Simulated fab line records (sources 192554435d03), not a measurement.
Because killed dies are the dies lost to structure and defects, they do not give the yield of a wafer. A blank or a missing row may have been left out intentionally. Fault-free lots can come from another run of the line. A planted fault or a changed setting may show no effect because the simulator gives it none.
Chamber matching / flow n5-finfet / N5_BEOL_M10_STRIP_19 on rie-diel-02: 3 sister chambers
The step strips in O2. 3 wafers are shown with their chamber, then 9 later ones without.

== WAFERS PAIRED WITH THEIR CHAMBERS ==
wafer=L086.2; chamber=3; showerhead-plenum-p-Torr (Torr)=2.02
wafer=L086.6; chamber=2; showerhead-plenum-p-Torr (Torr)=2.17
wafer=L087.5; chamber=1; showerhead-plenum-p-Torr (Torr)=1.97

== WAFERS WITHOUT THEIR CHAMBER ==
wafer=L087.6; showerhead-plenum-p-Torr (Torr)=2.17
wafer=L090.4; showerhead-plenum-p-Torr (Torr)=2.01
wafer=L090.5; showerhead-plenum-p-Torr (Torr)=2.16
wafer=L094.1; showerhead-plenum-p-Torr (Torr)=2.23
wafer=L094.4; showerhead-plenum-p-Torr (Torr)=2.01
wafer=L094.5; showerhead-plenum-p-Torr (Torr)=2.23
wafer=L096.2; showerhead-plenum-p-Torr (Torr)=2.23
wafer=L096.4; showerhead-plenum-p-Torr (Torr)=2.16
wafer=L096.5; showerhead-plenum-p-Torr (Torr)=2.01

== EACH ONE'S CHAMBER ==
wafer=L087.6; from the rows above=2; in truth=2
wafer=L090.4; from the rows above=can't be placed: 3 or 1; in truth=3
wafer=L090.5; from the rows above=2; in truth=2
wafer=L094.1; from the rows above=2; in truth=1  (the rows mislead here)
wafer=L094.4; from the rows above=can't be placed: 3 or 1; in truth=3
wafer=L094.5; from the rows above=2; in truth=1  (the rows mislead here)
wafer=L096.2; from the rows above=2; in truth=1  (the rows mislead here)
wafer=L096.4; from the rows above=2; in truth=2
wafer=L096.5; from the rows above=can't be placed: 3 or 1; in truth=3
Correct placement for 3 of the 9. Unplaceable from these rows: 3, with the true chamber sitting among the candidates in 3. Wrongly placed: 3.
How it was worked out, from the rows above alone: a wafer's distance from a chamber is the root of the sum, over the readings, of the square of ((its reading less the chamber's mean) divided by the reading's scatter). The wafer belongs to the nearest chamber; if the next one is less than 2 further off, it can't be placed. A chamber's mean is the mean of its shown wafers. The scatter: root of mean squared gap, hidden wafer to nearest shown wafer, with one shown wafer a chamber.
